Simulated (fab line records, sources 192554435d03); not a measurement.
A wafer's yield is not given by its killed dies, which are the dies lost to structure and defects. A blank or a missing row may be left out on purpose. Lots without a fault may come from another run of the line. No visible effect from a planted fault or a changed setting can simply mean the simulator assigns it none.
Matching of chambers || flow n5_finfet || pecvd-03 running N5_BEOL_M1_ILD_DEP_00: 3 sister chambers
The step deposits SiOC from DEMS/O2, target thk 79 nm, time 15.3 s. 3 wafers are shown with their chamber, then 10 later ones without.

== WAFERS WITH THEIR CHAMBER ==
{"wafer": "L090.4", "chamber": 0, "showerhead_vpp_V (V)": 1400}
{"wafer": "L093.1", "chamber": 1, "showerhead_vpp_V (V)": 1473}
{"wafer": "L093.4", "chamber": 2, "showerhead_vpp_V (V)": 1321}

== WAFERS WITHOUT THEIR CHAMBER ==
{"wafer": "L093.5", "showerhead_vpp_V (V)": 1488}
{"wafer": "L092.4", "showerhead_vpp_V (V)": 1459}
{"wafer": "L092.5", "showerhead_vpp_V (V)": 1378}
{"wafer": "L092.6", "showerhead_vpp_V (V)": 1260}
{"wafer": "L095.2", "showerhead_vpp_V (V)": 1502}
{"wafer": "L095.3", "showerhead_vpp_V (V)": 1369}
{"wafer": "L095.6", "showerhead_vpp_V (V)": 1348}
{"wafer": "L094.1", "showerhead_vpp_V (V)": 1284}
{"wafer": "L094.2", "showerhead_vpp_V (V)": 1483}
{"wafer": "L094.4", "showerhead_vpp_V (V)": 1493}

== EACH ONE'S CHAMBER ==
{"wafer": "L093.5", "from the rows above": 1, "in truth": 1}
{"wafer": "L092.4", "from the rows above": "can't be placed: 1 or 0", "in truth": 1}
{"wafer": "L092.5", "from the rows above": "can't be placed: 0 or 2", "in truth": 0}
{"wafer": "L092.6", "from the rows above": 2, "in truth": 2}
{"wafer": "L095.2", "from the rows above": 1, "in truth": 1}
{"wafer": "L095.3", "from the rows above": "can't be placed: 0 or 2", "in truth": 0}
{"wafer": "L095.6", "from the rows above": "can't be placed: 2 or 0", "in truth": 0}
{"wafer": "L094.1", "from the rows above": 2, "in truth": 2}
{"wafer": "L094.2", "from the rows above": 1, "in truth": 1}
{"wafer": "L094.4", "from the rows above": 1, "in truth": 1}
Correct placement for 6 of the 10. Unplaceable from these rows: 4, with the true chamber sitting among the candidates in 4. 0 placed wrongly.
How it was worked out, from the rows above alone: a wafer's distance from a chamber is the root of the sum, over the readings, of the square of ((its reading less the chamber's mean) divided by the reading's scatter). The wafer belongs to the nearest chamber; if the next one is less than 2 further off, it can't be placed. Each chamber's mean is taken over the wafers shown for it. The scatter (one wafer shown for each chamber): square how far every hidden wafer sits from the nearest shown wafer, average those squares and take the square root.
